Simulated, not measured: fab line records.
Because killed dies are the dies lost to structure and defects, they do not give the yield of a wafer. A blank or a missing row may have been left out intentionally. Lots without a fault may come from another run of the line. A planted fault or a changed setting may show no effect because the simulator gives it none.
Which of the tools did it? :: flow n5 finfet :: Sampling: 24 lots, 72 wafers, 5 of 1938 route steps

## WHAT THE GAUGES READ, wafer by wafer
N5_BEOL_M1_OVL_MEAS_29. Usual: V0_OVL typically reads 0.3 nm, with standard deviation 0.64.
lot: L074
measured: day 6 02:25
on: overlay-01
V0_OVL (nm): 0.2 -0.3 0.0
flag: 

lot: L075
measured: day 6 11:30
on: overlay-02
V0_OVL (nm): -0.4 -0.5 -0.1
flag: 

lot: L076
measured: day 6 15:11
on: overlay-01
V0_OVL (nm): 0.1 0.3 -0.1
flag: 

lot: L077
measured: day 6 23:13
on: overlay-01
V0_OVL (nm): 0.0 0.4 0.1
flag: 

lot: L078
measured: day 6 23:53
on: overlay-01
V0_OVL (nm): -0.8 -0.8 0.0
flag: 

lot: L080
measured: day 7 13:05
on: overlay-02
V0_OVL (nm): -0.6 -0.9 0.0
flag: 

lot: L079
measured: day 7 16:50
on: overlay-02
V0_OVL (nm): 1.1 1.0 0.3
flag: 

lot: L081
measured: day 7 18:46
on: overlay-02
V0_OVL (nm): -1.2 0.3 0.7
flag: 

lot: L083
measured: day 8 08:47
on: overlay-01
V0_OVL (nm): -0.2 -0.8 -0.6
flag: 

lot: L082
measured: day 8 09:55
on: overlay-02
V0_OVL (nm): 0.3 -0.4 -0.1
flag: 

lot: L084
measured: day 8 18:08
on: overlay-01
V0_OVL (nm): 1.2 0.3 1.5
flag: 

lot: L085
measured: day 8 23:50
on: overlay-02
V0_OVL (nm): 1.5 0.3 0.6
flag: 

lot: L086
measured: day 9 03:25
on: overlay-01
V0_OVL (nm): 1.1 0.3 1.0
flag: 

lot: L087
measured: day 9 07:12
on: overlay-01
V0_OVL (nm): 1.3 0.8 0.6
flag: 

lot: L088
measured: day 9 20:38
on: overlay-01
V0_OVL (nm): -0.2 1.1 0.4
flag: 

lot: L089
measured: day 10 01:10
on: overlay-01
V0_OVL (nm): 0.7 0.5 0.6
flag: 

lot: L090
measured: day 10 03:25
on: overlay-02
V0_OVL (nm): 1.4 1.0 0.8
flag: 

lot: L091
measured: day 10 06:46
on: overlay-01
V0_OVL (nm): 0.9 1.0 1.1
flag: 

lot: L092
measured: day 10 16:07
on: overlay-02
V0_OVL (nm): -0.2 0.3 1.1
flag: 

lot: L093
measured: day 10 18:45
on: overlay-02
V0_OVL (nm): 0.3 -0.2 0.0
flag: 

lot: L094
measured: day 11 08:07
on: overlay-01
V0_OVL (nm): 0.2 -0.3 0.2
flag: 

lot: L095
measured: day 11 17:47
on: overlay-01
V0_OVL (nm): 0.6 0.9 0.7
flag: 

lot: L096
measured: day 11 17:50
on: overlay-02
V0_OVL (nm): 1.9 0.4 0.8
flag: 

lot: L097
measured: day 12 02:44
on: overlay-02
V0_OVL (nm): 1.3 0.1 0.5
flag: 

N5_BEOL_M1_OCD_MEAS_38. Usual: trench depth nm 55.3 nm, standard deviation 1.3.
lot: L074
measured: day 6 10:03
on: ocd-02
trench depth nm (nm): 57.7 55.1 57.1
flag: 

lot: L075
measured: day 6 13:46
on: ocd-02
trench depth nm (nm): 53.6 57.8 57.5
flag: 

lot: L076
measured: day 6 17:39
on: ocd-02
trench depth nm (nm): 56.1 54.7 57.6
flag: 

lot: L077
measured: day 7 08:02
on: ocd-01
trench depth nm (nm): 54.0 54.2 54.9
flag: 

lot: L078
measured: day 7 11:49
on: ocd-01
trench depth nm (nm): 53.9 55.7 56.3
flag: 

lot: L080
measured: day 7 17:41
on: ocd-01
trench depth nm (nm): 55.9 54.7 54.9
flag: 

lot: L079
measured: day 7 21:45
on: ocd-01
trench depth nm (nm): 57.6 56.3 54.8
flag: 

lot: L081
measured: day 7 21:23
on: ocd-02
trench depth nm (nm): 55.6 54.8 55.8
flag: 

lot: L083
measured: day 8 13:03
on: ocd-02
trench depth nm (nm): 55.9 51.6 53.9
flag: 

lot: L082
measured: day 8 21:22
on: ocd-02
trench depth nm (nm): 55.4 55.6 54.3
flag: 

lot: L084
measured: day 9 05:56
on: ocd-01
trench depth nm (nm): 54.4 55.4 56.5
flag: 

lot: L085
measured: day 9 07:04
on: ocd-02
trench depth nm (nm): 55.1 54.9 56.2
flag: 

lot: L086
measured: day 9 15:53
on: ocd-01
trench depth nm (nm): 53.5 57.1 57.2
flag: 

lot: L087
measured: day 9 17:11
on: ocd-01
trench depth nm (nm): 54.7 54.3 54.9
flag: 

lot: L088
measured: day 10 08:11
on: ocd-02
trench depth nm (nm): 53.7 55.7 56.8
flag: 

lot: L089
measured: day 10 11:05
on: ocd-01
trench depth nm (nm): 54.2 55.4 57.0
flag: 

lot: L090
measured: day 10 12:19
on: ocd-02
trench depth nm (nm): 54.9 55.4 55.8
flag: 

lot: L091
measured: day 11 02:10
on: ocd-02
trench depth nm (nm): 54.3 54.2 54.2
flag: 

lot: L092
measured: day 11 06:52
on: ocd-01
trench depth nm (nm): 55.8 56.2 55.3
flag: 

lot: L093
measured: day 11 06:52
on: ocd-02
trench depth nm (nm): 54.0 53.0 56.4
flag: 

lot: L094
measured: day 12 01:04
on: ocd-02
trench depth nm (nm): 55.6 54.4 55.7
flag: 

lot: L095
measured: day 12 01:16
on: ocd-02
trench depth nm (nm): 54.8 55.6 57.2
flag: 

lot: L096
measured: day 12 01:20
on: ocd-01
trench depth nm (nm): 54.3 53.3 55.7
flag: 

lot: L097
measured: day 12 04:09
on: ocd-01
trench depth nm (nm): 54.1 56.2 57.5
flag: 

## EACH LOT AND THE TOOL THAT RAN IT (in order: tool; ch and the chambers of the sampled wafers; start)
lot: L074
N5_BEOL_M1_ETCH_77: rie diel-03 ch 1,2,3, day 6 02:32
N5_BEOL_M1_ETCH_70: rie diel-06 ch 0,2,3, day 6 09:41
N5_BEOL_M1_VIA_ETCH_34: rie diel-06 ch 0,2,3, day 6 09:47

lot: L075
N5_BEOL_M1_ETCH_77: rie diel-06 ch 0,1,3, day 6 11:37
N5_BEOL_M1_ETCH_70: rie diel-06 ch 0,3, day 6 13:25
N5_BEOL_M1_VIA_ETCH_34: rie diel-06 ch 0,3, day 6 13:31

lot: L076
N5_BEOL_M1_ETCH_77: rie diel-05 ch 0,1,3, day 6 15:18
N5_BEOL_M1_ETCH_70: rie diel-05 ch 0,1,3, day 6 17:18
N5_BEOL_M1_VIA_ETCH_34: rie diel-05 ch 0,1,3, day 6 17:24

lot: L077
N5_BEOL_M1_ETCH_77: rie diel-06 ch 0,1, day 6 23:22
N5_BEOL_M1_ETCH_70: rie diel-03 ch 2,3, day 7 07:41
N5_BEOL_M1_VIA_ETCH_34: rie diel-03 ch 2,3, day 7 07:47

lot: L078
N5_BEOL_M1_ETCH_77: rie diel-05 ch 0,2,3, day 7 00:02
N5_BEOL_M1_ETCH_70: rie diel-05 ch 0,1,3, day 7 11:27
N5_BEOL_M1_VIA_ETCH_34: rie diel-05 ch 0,1,3, day 7 11:34

lot: L080
N5_BEOL_M1_ETCH_77: rie diel-03 ch 2,3, day 7 13:13
N5_BEOL_M1_ETCH_70: rie diel-03 ch 1,2,3, day 7 17:20
N5_BEOL_M1_VIA_ETCH_34: rie diel-03 ch 1,2,3, day 7 17:26

lot: L079
N5_BEOL_M1_ETCH_77: rie diel-06 ch 0,1,2, day 7 16:58
N5_BEOL_M1_ETCH_70: rie diel-05 ch 0,1,3, day 7 21:24
N5_BEOL_M1_VIA_ETCH_34: rie diel-05 ch 0,1,3, day 7 21:30

lot: L081
N5_BEOL_M1_ETCH_77: rie diel-03 ch 0,1,2, day 7 18:53
N5_BEOL_M1_ETCH_70: rie diel-03 ch 0,2,3, day 7 21:02
N5_BEOL_M1_VIA_ETCH_34: rie diel-03 ch 0,2,3, day 7 21:08

lot: L083
N5_BEOL_M1_ETCH_77: rie diel-03 ch 0,2,3, day 8 08:54
N5_BEOL_M1_ETCH_70: rie diel-05 ch 1,2,3, day 8 12:41
N5_BEOL_M1_VIA_ETCH_34: rie diel-05 ch 1,2,3, day 8 12:47

lot: L082
N5_BEOL_M1_ETCH_77: rie diel-05 ch 0,1,3, day 8 10:02
N5_BEOL_M1_ETCH_70: rie diel-03 ch 0,1,2, day 8 21:01
N5_BEOL_M1_VIA_ETCH_34: rie diel-03 ch 0,1,2, day 8 21:07

lot: L084
N5_BEOL_M1_ETCH_77: rie diel-06 ch 0,1,3, day 8 18:15
N5_BEOL_M1_ETCH_70: rie diel-06 ch 0,1,3, day 9 05:37
N5_BEOL_M1_VIA_ETCH_34: rie diel-06 ch 0,1,3, day 9 05:42

lot: L085
N5_BEOL_M1_ETCH_77: rie diel-03 ch 0,1,3, day 8 23:57
N5_BEOL_M1_ETCH_70: rie diel-03 ch 0,1,3, day 9 06:43
N5_BEOL_M1_VIA_ETCH_34: rie diel-03 ch 0,1,3, day 9 06:49

lot: L086
N5_BEOL_M1_ETCH_77: rie diel-05 ch 1,3, day 9 03:32
N5_BEOL_M1_ETCH_70: rie diel-06 ch 0,3, day 9 15:31
N5_BEOL_M1_VIA_ETCH_34: rie diel-06 ch 0,3, day 9 15:37

lot: L087
N5_BEOL_M1_ETCH_77: rie diel-03 ch 0,1,3, day 9 07:25
N5_BEOL_M1_ETCH_70: rie diel-06 ch 0,1, day 9 16:50
N5_BEOL_M1_VIA_ETCH_34: rie diel-06 ch 0,1, day 9 16:56

lot: L088
N5_BEOL_M1_ETCH_77: rie diel-05 ch 0,1,2, day 9 20:53
N5_BEOL_M1_ETCH_70: rie diel-05 ch 0,1,3, day 10 07:49
N5_BEOL_M1_VIA_ETCH_34: rie diel-05 ch 0,1,3, day 10 07:55

lot: L089
N5_BEOL_M1_ETCH_77: rie diel-03 ch 0,1,3, day 10 02:05
N5_BEOL_M1_ETCH_70: rie diel-03 ch 0,1,2, day 10 10:44
N5_BEOL_M1_VIA_ETCH_34: rie diel-03 ch 0,1,2, day 10 10:50

lot: L090
N5_BEOL_M1_ETCH_77: rie diel-05 ch 1,2,3, day 10 03:32
N5_BEOL_M1_ETCH_70: rie diel-03 ch 1,2,3, day 10 11:57
N5_BEOL_M1_VIA_ETCH_34: rie diel-03 ch 1,2,3, day 10 12:03

lot: L091
N5_BEOL_M1_ETCH_77: rie diel-05 ch 0,1,2, day 10 07:05
N5_BEOL_M1_ETCH_70: rie diel-03 ch 0,3, day 11 01:48
N5_BEOL_M1_VIA_ETCH_34: rie diel-03 ch 0,3, day 11 01:54

lot: L092
N5_BEOL_M1_ETCH_77: rie diel-05 ch 0,1,2, day 10 16:15
N5_BEOL_M1_ETCH_70: rie diel-03 ch 1,2,3, day 11 06:31
N5_BEOL_M1_VIA_ETCH_34: rie diel-03 ch 1,2,3, day 11 06:37

lot: L093
N5_BEOL_M1_ETCH_77: rie diel-06 ch 0,3, day 10 18:53
N5_BEOL_M1_ETCH_70: rie diel-05 ch 0,2,3, day 11 06:31
N5_BEOL_M1_VIA_ETCH_34: rie diel-05 ch 0,2,3, day 11 06:37

lot: L094
N5_BEOL_M1_ETCH_77: rie diel-05 ch 1,2, day 11 08:15
N5_BEOL_M1_ETCH_70: rie diel-03 ch 2,3, day 12 00:43
N5_BEOL_M1_VIA_ETCH_34: rie diel-03 ch 2,3, day 12 00:49

lot: L095
N5_BEOL_M1_ETCH_77: rie diel-05 ch 1,2, day 11 17:54
N5_BEOL_M1_ETCH_70: rie diel-06 ch 2,3, day 12 00:54
N5_BEOL_M1_VIA_ETCH_34: rie diel-06 ch 2,3, day 12 01:00

lot: L096
N5_BEOL_M1_ETCH_77: rie diel-06 ch 0,1,3, day 11 17:58
N5_BEOL_M1_ETCH_70: rie diel-05 ch 1,2, day 12 00:59
N5_BEOL_M1_VIA_ETCH_34: rie diel-05 ch 1,2, day 12 01:05

lot: L097
N5_BEOL_M1_ETCH_77: rie diel-05 ch 1,2, day 12 02:52
N5_BEOL_M1_ETCH_70: rie diel-06 ch 0,2,3, day 12 03:47
N5_BEOL_M1_VIA_ETCH_34: rie diel-06 ch 0,2,3, day 12 03:53
- N5_BEOL_M1_ETCH_77: etches underlayer in N2/H2, target depth 6.5 nm, time 5.2 s.
- N5_BEOL_M1_ETCH_70: etches SOC in N2/H2, target depth 80 nm, overetch 16 nm, time 120 s.
- N5_BEOL_M1_VIA_ETCH_34: etches the open film in C4F6/O2, target depth 67.8 nm, time 64.4 s.

## WHAT THE TOOLS THEMSELVES READ (means of the sampled wafers that have a number; where no wafer has one, the mark that the record gives instead)
N5_BEOL_M1_ETCH_77. Usual: drypump motor current A 5.76 A, standard deviation 0.29; etch rf on time s 5.21 s, standard deviation 0.22; oes product au 0.68 a.u., standard deviation 0.074; rf vpp V 523.4 V, standard deviation 2.6; showerhead plenum p Torr 2.53 Torr, standard deviation 0.084; throttle valve pct 17.91 %, standard deviation 0.22.
lot: L074
tool: rie diel-03
drypump motor current A (A): 5.89
etch rf on time s (s): 5.16
oes product au (a.u.): 0.66
rf vpp V (V): 522.2
showerhead plenum p Torr (Torr): 2.48
throttle valve pct (%): 17.94
flag: 

lot: L075
tool: rie diel-06
drypump motor current A (A): 5.70
etch rf on time s (s): 5.11
oes product au (a.u.): 0.70
rf vpp V (V): 520.0
showerhead plenum p Torr (Torr): 2.46
throttle valve pct (%): 17.75
flag: 

lot: L076
tool: rie diel-05
drypump motor current A (A): 5.75
etch rf on time s (s): 5.18
oes product au (a.u.): 0.74
rf vpp V (V): 525.7
showerhead plenum p Torr (Torr): 2.63
throttle valve pct (%): 18.01
flag: 

lot: L077
tool: rie diel-06
drypump motor current A (A): 5.62
etch rf on time s (s): 5.21
oes product au (a.u.): 0.69
rf vpp V (V): 520.7
showerhead plenum p Torr (Torr): 2.46
throttle valve pct (%): 17.86
flag: 

lot: L078
tool: rie diel-05
drypump motor current A (A): 5.59
etch rf on time s (s): 5.32
oes product au (a.u.): 0.72
rf vpp V (V): 525.0
showerhead plenum p Torr (Torr): 2.57
throttle valve pct (%): 17.99
flag: 

lot: L080
tool: rie diel-03
drypump motor current A (A): 5.93
etch rf on time s (s): 5.20
oes product au (a.u.): 0.62
rf vpp V (V): 521.2
showerhead plenum p Torr (Torr): 2.43
throttle valve pct (%): 17.88
flag: 

lot: L079
tool: rie diel-06
drypump motor current A (A): 5.53
etch rf on time s (s): 5.17
oes product au (a.u.): 0.67
rf vpp V (V): 522.0
showerhead plenum p Torr (Torr): 2.45
throttle valve pct (%): 18.01
flag: 

lot: L081
tool: rie diel-03
drypump motor current A (A): 6.15
etch rf on time s (s): 5.13
oes product au (a.u.): 0.69
rf vpp V (V): 521.4
showerhead plenum p Torr (Torr): 2.49
throttle valve pct (%): 17.77
flag: 

lot: L083
tool: rie diel-03
drypump motor current A (A): 6.06
etch rf on time s (s): 5.25
oes product au (a.u.): 0.67
rf vpp V (V): 521.2
showerhead plenum p Torr (Torr): 2.45
throttle valve pct (%): 17.84
flag: 

lot: L082
tool: rie diel-05
drypump motor current A (A): 5.75
etch rf on time s (s): 5.18
oes product au (a.u.): 0.72
rf vpp V (V): 526.1
showerhead plenum p Torr (Torr): 2.62
throttle valve pct (%): 18.05
flag: 

lot: L084
tool: rie diel-06
drypump motor current A (A): 5.69
etch rf on time s (s): 5.13
oes product au (a.u.): 0.69
rf vpp V (V): 520.9
showerhead plenum p Torr (Torr): 2.45
throttle valve pct (%): 17.80
flag: 

lot: L085
tool: rie diel-03
drypump motor current A (A): 6.02
etch rf on time s (s): 5.19
oes product au (a.u.): 0.69
rf vpp V (V): 522.9
showerhead plenum p Torr (Torr): 2.49
throttle valve pct (%): 17.92
flag: 

lot: L086
tool: rie diel-05
drypump motor current A (A): 5.82
etch rf on time s (s): 5.13
oes product au (a.u.): 0.66
rf vpp V (V): 525.5
showerhead plenum p Torr (Torr): 2.63
throttle valve pct (%): 17.93
flag: 

lot: L087
tool: rie diel-03
drypump motor current A (A): 6.02
etch rf on time s (s): 5.26
oes product au (a.u.): 0.69
rf vpp V (V): 522.4
showerhead plenum p Torr (Torr): 2.49
throttle valve pct (%): 17.91
flag: 

lot: L088
tool: rie diel-05
drypump motor current A (A): 5.52
etch rf on time s (s): 5.22
oes product au (a.u.): 0.68
rf vpp V (V): 525.8
showerhead plenum p Torr (Torr): 2.58
throttle valve pct (%): 17.88
flag: 

lot: L089
tool: rie diel-03
drypump motor current A (A): 6.03
etch rf on time s (s): 5.22
oes product au (a.u.): 0.68
rf vpp V (V): 522.0
showerhead plenum p Torr (Torr): 2.49
throttle valve pct (%): 17.93
flag: 

lot: L090
tool: rie diel-05
drypump motor current A (A): 5.67
etch rf on time s (s): 5.34
oes product au (a.u.): 0.64
rf vpp V (V): 526.0
showerhead plenum p Torr (Torr): 2.58
throttle valve pct (%): 17.91
flag: 

lot: L091
tool: rie diel-05
drypump motor current A (A): 5.53
etch rf on time s (s): 5.26
oes product au (a.u.): 0.67
rf vpp V (V): 525.1
showerhead plenum p Torr (Torr): 2.58
throttle valve pct (%): 17.90
flag: 

lot: L092
tool: rie diel-05
drypump motor current A (A): 5.55
etch rf on time s (s): 5.23
oes product au (a.u.): 0.67
rf vpp V (V): 525.0
showerhead plenum p Torr (Torr): 2.58
throttle valve pct (%): 17.90
flag: 

lot: L093
tool: rie diel-06
drypump motor current A (A): 5.68
etch rf on time s (s): 5.14
oes product au (a.u.): 0.71
rf vpp V (V): 522.2
showerhead plenum p Torr (Torr): 2.45
throttle valve pct (%): 17.71
flag: 

lot: L094
tool: rie diel-05
drypump motor current A (A): 5.48
etch rf on time s (s): 5.46
oes product au (a.u.): 0.60
rf vpp V (V): 524.7
showerhead plenum p Torr (Torr): 2.53
throttle valve pct (%): 17.75
flag: 

lot: L095
tool: rie diel-05
drypump motor current A (A): 5.48
etch rf on time s (s): 5.44
oes product au (a.u.): 0.60
rf vpp V (V): 524.9
showerhead plenum p Torr (Torr): 2.53
throttle valve pct (%): 17.75
flag: 

lot: L096
tool: rie diel-06
drypump motor current A (A): 5.70
etch rf on time s (s): 5.15
oes product au (a.u.): 0.66
rf vpp V (V): 521.0
showerhead plenum p Torr (Torr): 2.44
throttle valve pct (%): 17.83
flag: 

lot: L097
tool: rie diel-05
drypump motor current A (A): 5.62
etch rf on time s (s): 5.19
oes product au (a.u.): 0.62
rf vpp V (V): 526.5
showerhead plenum p Torr (Torr): 2.59
throttle valve pct (%): 17.81
flag: 

N5_BEOL_M1_ETCH_70. Usual: drypump motor current A 5.80 A, standard deviation 0.29; oes product au 0.61 a.u., standard deviation 0.064; rf vpp V 522.8 V, standard deviation 2.5; showerhead plenum p Torr 2.51 Torr, standard deviation 0.088; throttle valve pct 17.85 %, standard deviation 0.2.
lot: L074
tool: rie diel-06
drypump motor current A (A): 5.60
oes product au (a.u.): 0.61
rf vpp V (V): 520.8
showerhead plenum p Torr (Torr): 2.45
throttle valve pct (%): 17.84
flag: 

lot: L075
tool: rie diel-06
drypump motor current A (A): 5.78
oes product au (a.u.): 0.63
rf vpp V (V): 521.1
showerhead plenum p Torr (Torr): 2.45
throttle valve pct (%): 17.63
flag: 

lot: L076
tool: rie diel-05
drypump motor current A (A): 5.76
oes product au (a.u.): 0.67
rf vpp V (V): 526.0
showerhead plenum p Torr (Torr): 2.63
throttle valve pct (%): 17.97
flag: 

lot: L077
tool: rie diel-03
drypump motor current A (A): 5.83
oes product au (a.u.): 0.57
rf vpp V (V): 520.2
showerhead plenum p Torr (Torr): 2.44
throttle valve pct (%): 17.96
flag: 

lot: L078
tool: rie diel-05
drypump motor current A (A): 5.73
oes product au (a.u.): 0.65
rf vpp V (V): 526.2
showerhead plenum p Torr (Torr): 2.62
throttle valve pct (%): 17.98
flag: 

lot: L080
tool: rie diel-03
drypump motor current A (A): 5.91
oes product au (a.u.): 0.57
rf vpp V (V): 521.4
showerhead plenum p Torr (Torr): 2.47
throttle valve pct (%): 17.92
flag: 

lot: L079
tool: rie diel-05
drypump motor current A (A): 5.75
oes product au (a.u.): 0.65
rf vpp V (V): 525.4
showerhead plenum p Torr (Torr): 2.62
throttle valve pct (%): 17.98
flag: 

lot: L081
tool: rie diel-03
drypump motor current A (A): 6.07
oes product au (a.u.): 0.62
rf vpp V (V): 521.9
showerhead plenum p Torr (Torr): 2.45
throttle valve pct (%): 17.78
flag: 

lot: L083
tool: rie diel-05
drypump motor current A (A): 5.69
oes product au (a.u.): 0.59
rf vpp V (V): 524.3
showerhead plenum p Torr (Torr): 2.58
throttle valve pct (%): 17.84
flag: 

lot: L082
tool: rie diel-03
drypump motor current A (A): 6.15
oes product au (a.u.): 0.61
rf vpp V (V): 522.2
showerhead plenum p Torr (Torr): 2.49
throttle valve pct (%): 17.74
flag: 

lot: L084
tool: rie diel-06
drypump motor current A (A): 5.69
oes product au (a.u.): 0.61
rf vpp V (V): 521.0
showerhead plenum p Torr (Torr): 2.45
throttle valve pct (%): 17.74
flag: 

lot: L085
tool: rie diel-03
drypump motor current A (A): 6.03
oes product au (a.u.): 0.63
rf vpp V (V): 522.6
showerhead plenum p Torr (Torr): 2.49
throttle valve pct (%): 17.87
flag: 

lot: L086
tool: rie diel-06
drypump motor current A (A): 5.78
oes product au (a.u.): 0.61
rf vpp V (V): 521.5
showerhead plenum p Torr (Torr): 2.44
throttle valve pct (%): 17.64
flag: 

lot: L087
tool: rie diel-06
drypump motor current A (A): 5.62
oes product au (a.u.): 0.60
rf vpp V (V): 521.7
showerhead plenum p Torr (Torr): 2.45
throttle valve pct (%): 17.87
flag: 

lot: L088
tool: rie diel-05
drypump motor current A (A): 5.75
oes product au (a.u.): 0.63
rf vpp V (V): 525.8
showerhead plenum p Torr (Torr): 2.62
throttle valve pct (%): 18.02
flag: 

lot: L089
tool: rie diel-03
drypump motor current A (A): 6.15
oes product au (a.u.): 0.59
rf vpp V (V): 522.1
showerhead plenum p Torr (Torr): 2.48
throttle valve pct (%): 17.77
flag: 

lot: L090
tool: rie diel-03
drypump motor current A (A): 5.90
oes product au (a.u.): 0.56
rf vpp V (V): 520.9
showerhead plenum p Torr (Torr): 2.47
throttle valve pct (%): 17.95
flag: 

lot: L091
tool: rie diel-03
drypump motor current A (A): 5.95
oes product au (a.u.): 0.61
rf vpp V (V): 521.3
showerhead plenum p Torr (Torr): 2.45
throttle valve pct (%): 17.95
flag: 

lot: L092
tool: rie diel-03
drypump motor current A (A): 5.92
oes product au (a.u.): 0.56
rf vpp V (V): 520.8
showerhead plenum p Torr (Torr): 2.47
throttle valve pct (%): 17.96
flag: 

lot: L093
tool: rie diel-05
drypump motor current A (A): 5.60
oes product au (a.u.): 0.62
rf vpp V (V): 524.3
showerhead plenum p Torr (Torr): 2.56
throttle valve pct (%): 17.99
flag: 

lot: L094
tool: rie diel-03
drypump motor current A (A): 5.92
oes product au (a.u.): 0.53
rf vpp V (V): 519.8
showerhead plenum p Torr (Torr): 2.42
throttle valve pct (%): 17.91
flag: 

lot: L095
tool: rie diel-06
drypump motor current A (A): 5.53
oes product au (a.u.): 0.67
rf vpp V (V): 526.6
showerhead plenum p Torr (Torr): 2.63
throttle valve pct (%): 17.80
flag: 

lot: L096
tool: rie diel-05
drypump motor current A (A): 5.63
oes product au (a.u.): 0.55
rf vpp V (V): 525.8
showerhead plenum p Torr (Torr): 2.59
throttle valve pct (%): 17.77
flag: 

lot: L097
tool: rie diel-06
drypump motor current A (A): 5.61
oes product au (a.u.): 0.64
rf vpp V (V): 523.1
showerhead plenum p Torr (Torr): 2.54
throttle valve pct (%): 17.75
flag: 

N5_BEOL_M1_VIA_ETCH_34. Usual: drypump motor current A 5.81 A, standard deviation 0.29; mfc ar sccm 300.1 sccm, standard deviation 0.77; oes product au 0.80 a.u., standard deviation 0.086; rf vpp V 666 V, standard deviation 14; showerhead plenum p Torr 2.80 Torr, standard deviation 0.091; throttle valve pct 30.7 %, standard deviation 0.32.
lot: L074
tool: rie diel-06
drypump motor current A (A): 5.59
mfc ar sccm (sccm): 300.0
oes product au (a.u.): 0.80
rf vpp V (V): 670
showerhead plenum p Torr (Torr): 2.73
throttle valve pct (%): 30.8
flag: 

lot: L075
tool: rie diel-06
drypump motor current A (A): 5.78
mfc ar sccm (sccm): 300.2
oes product au (a.u.): 0.83
rf vpp V (V): 670
showerhead plenum p Torr (Torr): 2.73
throttle valve pct (%): 30.5
flag: 

lot: L076
tool: rie diel-05
drypump motor current A (A): 5.74
mfc ar sccm (sccm): 299.4
oes product au (a.u.): 0.87
rf vpp V (V): 678
showerhead plenum p Torr (Torr): 2.91
throttle valve pct (%): 30.9
flag: 

lot: L077
tool: rie diel-03
drypump motor current A (A): 5.81
mfc ar sccm (sccm): 300.6
oes product au (a.u.): 0.75
rf vpp V (V): 662
showerhead plenum p Torr (Torr): 2.73
throttle valve pct (%): 31.0
flag: 

lot: L078
tool: rie diel-05
drypump motor current A (A): 5.75
mfc ar sccm (sccm): 300.1
oes product au (a.u.): 0.87
rf vpp V (V): 678
showerhead plenum p Torr (Torr): 2.91
throttle valve pct (%): 30.9
flag: 

lot: L080
tool: rie diel-03
drypump motor current A (A): 5.90
mfc ar sccm (sccm): 300.2
oes product au (a.u.): 0.74
rf vpp V (V): 655
showerhead plenum p Torr (Torr): 2.77
throttle valve pct (%): 30.8
flag: 

lot: L079
tool: rie diel-05
drypump motor current A (A): 5.75
mfc ar sccm (sccm): 299.7
oes product au (a.u.): 0.85
rf vpp V (V): 678
showerhead plenum p Torr (Torr): 2.91
throttle valve pct (%): 30.9
flag: 

lot: L081
tool: rie diel-03
drypump motor current A (A): 6.07
mfc ar sccm (sccm): 299.5
oes product au (a.u.): 0.80
rf vpp V (V): 665
showerhead plenum p Torr (Torr): 2.75
throttle valve pct (%): 30.8
flag: 

lot: L083
tool: rie diel-05
drypump motor current A (A): 5.70
mfc ar sccm (sccm): 301.0
oes product au (a.u.): 0.76
rf vpp V (V): 677
showerhead plenum p Torr (Torr): 2.90
throttle valve pct (%): 31.0
flag: 

lot: L082
tool: rie diel-03
drypump motor current A (A): 6.14
mfc ar sccm (sccm): 299.9
oes product au (a.u.): 0.80
rf vpp V (V): 658
showerhead plenum p Torr (Torr): 2.78
throttle valve pct (%): 30.7
flag: 

lot: L084
tool: rie diel-06
drypump motor current A (A): 5.68
mfc ar sccm (sccm): 300.2
oes product au (a.u.): 0.80
rf vpp V (V): 661
showerhead plenum p Torr (Torr): 2.71
throttle valve pct (%): 30.4
flag: 

lot: L085
tool: rie diel-03
drypump motor current A (A): 6.03
mfc ar sccm (sccm): 299.7
oes product au (a.u.): 0.81
rf vpp V (V): 668
showerhead plenum p Torr (Torr): 2.77
throttle valve pct (%): 30.6
flag: 

lot: L086
tool: rie diel-06
drypump motor current A (A): 5.79
mfc ar sccm (sccm): 300.3
oes product au (a.u.): 0.80
rf vpp V (V): 669
showerhead plenum p Torr (Torr): 2.72
throttle valve pct (%): 30.5
flag: 

lot: L087
tool: rie diel-06
drypump motor current A (A): 5.61
mfc ar sccm (sccm): 299.5
oes product au (a.u.): 0.78
rf vpp V (V): 653
showerhead plenum p Torr (Torr): 2.70
throttle valve pct (%): 30.3
flag: 

lot: L088
tool: rie diel-05
drypump motor current A (A): 5.76
mfc ar sccm (sccm): 300.0
oes product au (a.u.): 0.82
rf vpp V (V): 677
showerhead plenum p Torr (Torr): 2.90
throttle valve pct (%): 30.9
flag: 

lot: L089
tool: rie diel-03
drypump motor current A (A): 6.15
mfc ar sccm (sccm): 300.2
oes product au (a.u.): 0.78
rf vpp V (V): 658
showerhead plenum p Torr (Torr): 2.78
throttle valve pct (%): 30.7
flag: 

lot: L090
tool: rie diel-03
drypump motor current A (A): 5.93
mfc ar sccm (sccm): 299.3
oes product au (a.u.): 0.74
rf vpp V (V): 654
showerhead plenum p Torr (Torr): 2.76
throttle valve pct (%): 30.8
flag: 

lot: L091
tool: rie diel-03
drypump motor current A (A): 5.93
mfc ar sccm (sccm): 300.5
oes product au (a.u.): 0.79
rf vpp V (V): 675
showerhead plenum p Torr (Torr): 2.73
throttle valve pct (%): 30.8
flag: 

lot: L092
tool: rie diel-03
drypump motor current A (A): 5.92
mfc ar sccm (sccm): 300.7
oes product au (a.u.): 0.73
rf vpp V (V): 655
showerhead plenum p Torr (Torr): 2.76
throttle valve pct (%): 30.8
flag: 

lot: L093
tool: rie diel-05
drypump motor current A (A): 5.60
mfc ar sccm (sccm): 300.8
oes product au (a.u.): 0.81
rf vpp V (V): 669
showerhead plenum p Torr (Torr): 2.88
throttle valve pct (%): 31.2
flag: 

lot: L094
tool: rie diel-03
drypump motor current A (A): 5.93
mfc ar sccm (sccm): 299.8
oes product au (a.u.): 0.70
rf vpp V (V): 651
showerhead plenum p Torr (Torr): 2.72
throttle valve pct (%): 31.0
flag: 

lot: L095
tool: rie diel-06
drypump motor current A (A): 5.52
mfc ar sccm (sccm): 299.7
oes product au (a.u.): 0.88
rf vpp V (V): 675
showerhead plenum p Torr (Torr): 2.93
throttle valve pct (%): 30.8
flag: 

lot: L096
tool: rie diel-05
drypump motor current A (A): 5.63
mfc ar sccm (sccm): 299.3
oes product au (a.u.): 0.72
rf vpp V (V): 678
showerhead plenum p Torr (Torr): 2.89
throttle valve pct (%): 30.7
flag: 

lot: L097
tool: rie diel-06
drypump motor current A (A): 5.58
mfc ar sccm (sccm): 300.3
oes product au (a.u.): 0.84
rf vpp V (V): 673
showerhead plenum p Torr (Torr): 2.83
throttle valve pct (%): 30.6
flag: 

## THE ANSWER, worked out from the rows above alone
Rule: a lot counts as off when the mean over its wafers that have a number is more than 3 standard deviations away from the usual mean. A lot without any number at a reading at which 4 lots or more have one is off too. The other lots that the step has rows for count as sound. First the gauges in route order, then the tools' own readings, where a lot's mean is used as printed above. The first step at which some lot is off is used, and at that step the reading that is off furthest; a lot without a number counts as furthest.
Across all readings shown, no lot is off: no conclusion can be drawn from this.

## WHAT WAS PUT IN BY THE SIMULATOR
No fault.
